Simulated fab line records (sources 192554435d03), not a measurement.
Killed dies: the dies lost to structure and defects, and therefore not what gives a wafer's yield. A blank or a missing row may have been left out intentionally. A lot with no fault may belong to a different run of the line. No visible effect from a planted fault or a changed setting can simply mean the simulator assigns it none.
Shared-tool check || flow n5Finfet || Sampled: 9 lots, 27 wafers

WHY IT WAS OPENED
Of 9 lots, 2 have the reading CJ_P flagged at N5_BEOL_M4_RC_MEAS_101. Fault-free wafers read 5.82, with a standard deviation of 0.12.
Rule: a lot gets a flag if all its wafers with a number sit over 4 standard deviations from that mean, or if no wafer of it has a number. As for the other lots, they are considered sound.

{"lot": "L226", "measured": "day 9 18:49", "on": "prober-02", "CJ_P, wafer by wafer": "5.94 5.68 5.83", "flag": ""}
{"lot": "L227", "measured": "day 9 20:58", "on": "prober-01", "CJ_P, wafer by wafer": "5.71 5.73 5.70", "flag": ""}
{"lot": "L229", "measured": "day 10 11:13", "on": "prober-01", "CJ_P, wafer by wafer": "5.91 5.95 5.99", "flag": ""}
{"lot": "L230", "measured": "day 10 18:02", "on": "prober-02", "CJ_P, wafer by wafer": "5.78 5.99 5.85", "flag": ""}
{"lot": "L232", "measured": "day 11 02:08", "on": "prober-02", "CJ_P, wafer by wafer": "5.73 5.79 5.77", "flag": ""}
{"lot": "L234", "measured": "day 11 17:27", "on": "prober-01", "CJ_P, wafer by wafer": "4.46 4.41 4.48", "flag": "FLAGGED"}
{"lot": "L235", "measured": "day 11 20:25", "on": "prober-02", "CJ_P, wafer by wafer": "5.74 5.82 5.83", "flag": ""}
{"lot": "L239", "measured": "day 12 14:25", "on": "prober-01", "CJ_P, wafer by wafer": "4.45 4.51 4.50", "flag": "FLAGGED"}
{"lot": "L244", "measured": "day 13 16:08", "on": "prober-02", "CJ_P, wafer by wafer": "5.84 5.89 5.71", "flag": ""}
Average over the flagged lots: 4.47; offset from the usual -1.35, equal to -11 standard deviations.

WHICH TOOL RAN EACH LOT
The record holds 3 process steps before the reading, out of a route of 1938 steps. Each cell gives the tool, then ch followed by the chambers the sampled wafers passed through, then the start.
{"lot": "L226", "flag": "", "N5_WELL_APT_DESCUM_13": "rieDiel-01 ch 2,3, day 2 19:54", "N5_WELL_APT_IMPLANT_15": "implanter-01 ch 0, day 2 20:11", "N5_WELL_APT_RTA_34": "rtpAnneal-02 ch 0, day 2 21:59"}
{"lot": "L227", "flag": "", "N5_WELL_APT_DESCUM_13": "rieDiel-02 ch 0,3, day 3 01:50", "N5_WELL_APT_IMPLANT_15": "implanter-01 ch 0, day 3 02:08", "N5_WELL_APT_RTA_34": "rtpAnneal-02 ch 0, day 3 03:52"}
{"lot": "L229", "flag": "", "N5_WELL_APT_DESCUM_13": "rieDiel-02 ch 1,3, day 3 14:09", "N5_WELL_APT_IMPLANT_15": "implanter-01 ch 0, day 3 14:26", "N5_WELL_APT_RTA_34": "rtpAnneal-02 ch 0, day 3 16:14"}
{"lot": "L230", "flag": "", "N5_WELL_APT_DESCUM_13": "rieDiel-02 ch 0,2,3, day 3 19:53", "N5_WELL_APT_IMPLANT_15": "implanter-01 ch 0, day 3 20:11", "N5_WELL_APT_RTA_34": "rtpAnneal-02 ch 0, day 3 22:01"}
{"lot": "L232", "flag": "", "N5_WELL_APT_DESCUM_13": "rieDiel-01 ch 2,3, day 4 07:40", "N5_WELL_APT_IMPLANT_15": "implanter-01 ch 0, day 4 07:58", "N5_WELL_APT_RTA_34": "rtpAnneal-01 ch 0, day 4 09:52"}
{"lot": "L234", "flag": "FLAGGED", "N5_WELL_APT_DESCUM_13": "rieDiel-02 ch 1,3, day 4 20:46", "N5_WELL_APT_IMPLANT_15": "implanter-01 ch 0, day 4 21:03", "N5_WELL_APT_RTA_34": "rtpAnneal-01 ch 0, day 4 22:41"}
{"lot": "L235", "flag": "", "N5_WELL_APT_DESCUM_13": "rieDiel-06 ch 1,2,3, day 5 01:48", "N5_WELL_APT_IMPLANT_15": "implanter-02 ch 0, day 5 02:07", "N5_WELL_APT_RTA_34": "rtpAnneal-02 ch 0, day 5 03:44"}
{"lot": "L239", "flag": "FLAGGED", "N5_WELL_APT_DESCUM_13": "rieDiel-01 ch 0,1, day 6 02:09", "N5_WELL_APT_IMPLANT_15": "implanter-01 ch 0, day 6 02:32", "N5_WELL_APT_RTA_34": "rtpAnneal-01 ch 0, day 6 04:15"}
{"lot": "L244", "flag": "", "N5_WELL_APT_DESCUM_13": "rieDiel-06 ch 1,3, day 7 07:50", "N5_WELL_APT_IMPLANT_15": "implanter-02 ch 0, day 7 08:07", "N5_WELL_APT_RTA_34": "rtpAnneal-02 ch 0, day 7 09:50"}
What the steps here do:
- N5_WELL_APT_DESCUM_13: chemistry O2, time 7.9 s.
- N5_WELL_APT_IMPLANT_15
- N5_WELL_APT_RTA_34: time 10 s.
- N5_BEOL_M4_RC_MEAS_101

FLAGGED OVER TOTAL, TOOL BY TOOL (the gauges that took the reading come last)
{"step": "N5_WELL_APT_DESCUM_13", "tool": "rieDiel-01", "lots run": 3, "flagged": 1, "share of the flagged lots": "some", "sound lots run after its first flagged lot": 0}
{"step": "N5_WELL_APT_DESCUM_13", "tool": "rieDiel-02", "lots run": 4, "flagged": 1, "share of the flagged lots": "some", "sound lots run after its first flagged lot": 0}
{"step": "N5_WELL_APT_DESCUM_13", "tool": "rieDiel-06", "lots run": 2, "flagged": 0, "share of the flagged lots": "none", "sound lots run after its first flagged lot": "-"}
{"step": "N5_WELL_APT_IMPLANT_15", "tool": "implanter-01", "lots run": 7, "flagged": 2, "share of the flagged lots": "all", "sound lots run after its first flagged lot": 0}
{"step": "N5_WELL_APT_IMPLANT_15", "tool": "implanter-02", "lots run": 2, "flagged": 0, "share of the flagged lots": "none", "sound lots run after its first flagged lot": "-"}
{"step": "N5_WELL_APT_RTA_34", "tool": "rtpAnneal-01", "lots run": 3, "flagged": 2, "share of the flagged lots": "all", "sound lots run after its first flagged lot": 0}
{"step": "N5_WELL_APT_RTA_34", "tool": "rtpAnneal-02", "lots run": 6, "flagged": 0, "share of the flagged lots": "none", "sound lots run after its first flagged lot": "-"}
{"step": "N5_BEOL_M4_RC_MEAS_101", "tool": "prober-01", "lots run": 4, "flagged": 2, "share of the flagged lots": "all", "sound lots run after its first flagged lot": 0}
{"step": "N5_BEOL_M4_RC_MEAS_101", "tool": "prober-02", "lots run": 5, "flagged": 0, "share of the flagged lots": "none", "sound lots run after its first flagged lot": "-"}

WHAT IS ALLOWED BY THE TABLE
Every flagged lot was run by 3 rows of the table: implanter-01 at N5_WELL_APT_IMPLANT_15, rtpAnneal-01 at N5_WELL_APT_RTA_34 and prober-01 at N5_BEOL_M4_RC_MEAS_101.
- implanter-01 at N5_WELL_APT_IMPLANT_15 ran 7 lots, 2 of them flagged. It ran its last sound lot, L232, at day 4 07:58 and its first flagged lot, L234, at day 4 21:03: a fault with its onset between the two fits. Its own readings lie more than 4 standard deviations out on every wafer of the flagged lots: doseIonsCm2, faradayCurrentUA.
- rtpAnneal-01 at N5_WELL_APT_RTA_34 ran 3 lots, 2 of them flagged. It ran its last sound lot, L232, at day 4 09:52 and its first flagged lot, L234, at day 4 22:41: a fault with its onset between the two fits.
- prober-01 at N5_BEOL_M4_RC_MEAS_101 ran 4 lots, 2 of them flagged. It ran its last sound lot, L229, at day 10 11:13 and its first flagged lot, L234, at day 11 17:27: a fault with its onset between the two fits.
A lot count leaves these 3 tools indistinguishable: every one of them fits a fault beginning at some hour. More lots, or a look at what each step does to the wafer, might.

WHAT WAS PUT IN BY THE SIMULATOR
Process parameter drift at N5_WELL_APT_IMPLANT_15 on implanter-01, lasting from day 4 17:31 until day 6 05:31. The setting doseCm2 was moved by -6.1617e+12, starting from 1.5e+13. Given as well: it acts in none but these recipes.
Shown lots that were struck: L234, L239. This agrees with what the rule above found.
